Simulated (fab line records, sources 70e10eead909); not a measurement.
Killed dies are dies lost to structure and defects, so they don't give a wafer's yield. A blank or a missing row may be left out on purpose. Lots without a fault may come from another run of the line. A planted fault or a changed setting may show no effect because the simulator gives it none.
Chamber matching | flow nand_harc | NHARC_A_STAIRCASE_ETCH_444 on rie_diel-07: 4 sister chambers
The step etches the open film in C4F8/O2, target depth 10200 nm, time 3400 s. 14 wafers are shown with their chamber, then 7 later ones without.

WAFERS WITH THEIR CHAMBER
wafer  | chamber | oes_product_au (a.u.) | rf_vpp_V (V) | rf_fwd_power_W (W)
L075.1 | 0       | 0.913                 | 804          | 600.8
L075.4 | 2       | 0.942                 | 808          | 601.8
L075.6 | 1       | 0.915                 | 807          | 598.7
L079.2 | 2       | 0.953                 | 808          | 600.4
L079.3 | 0       | 0.923                 | 805          | 598.8
L079.6 | 1       | 0.925                 | 808          | 600.2
L080.1 | 2       | 0.950                 | 805          | 599.6
L080.3 | 0       | 0.922                 | 805          | 599.4
L080.5 | 0       | 0.925                 | 805          | 599.4
L084.2 | 3       | 0.925                 | 808          | 601.9
L084.3 | 1       | 0.919                 | 806          | 601.7
L084.5 | 3       | 0.916                 | 807          | 600.5
L089.2 | 2       | 0.953                 | 807          | 603.9
L089.5 | 3       | 0.921                 | 808          | 600.0

SIGNATURES (means of the wafers above)
reading        | chamber 0 | chamber 1 | chamber 2 | chamber 3 | scatter within a chamber
oes_product_au | 0.92075   | 0.91967   | 0.94950   | 0.92067   | 0.00507
rf_vpp_V       | 804.75    | 807.00    | 807.00    | 807.67    | 0.97
rf_fwd_power_W | 599.600   | 600.200   | 601.425   | 600.800   | 1.39
Rule: a wafer's distance from a chamber is the root of the sum, over the readings, of the square of ((its reading less the chamber's mean) divided by the reading's scatter). The wafer belongs to the nearest chamber; if the next one is less than 2 further off, it can't be placed. The scatter: the root of (the sum of the squares of (reading less its chamber's mean) over the shown wafers, divided by (wafers less chambers)).

WAFERS WITHOUT THEIR CHAMBER
wafer  | oes_product_au (a.u.) | rf_vpp_V (V) | rf_fwd_power_W (W)
L089.6 | 0.933                 | 805          | 601.4
L091.1 | 0.924                 | 804          | 601.3
L091.3 | 0.914                 | 810          | 600.5
L091.4 | 0.948                 | 806          | 600.2
L097.2 | 0.966                 | 807          | 602.8
L097.3 | 0.955                 | 809          | 600.1
L097.6 | 0.954                 | 805          | 599.3

WHICH CHAMBER EACH WENT THROUGH
wafer  | from the rows above               | in truth
L089.6 | can't be placed: 0 or 1 or 3 or 2 | 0
L091.1 | can't be placed: 0 or 1           | 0
L091.3 | can't be placed: 3 or 1           | 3
L091.4 | 2                                 | 2
L097.2 | 2                                 | 2
L097.3 | 2                                 | 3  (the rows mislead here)
L097.6 | 2                                 | 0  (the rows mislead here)
Placed correctly: 2 of 7. Can't be placed from these rows: 3 (the true chamber is among the candidates in 3). Placed wrongly: 2.
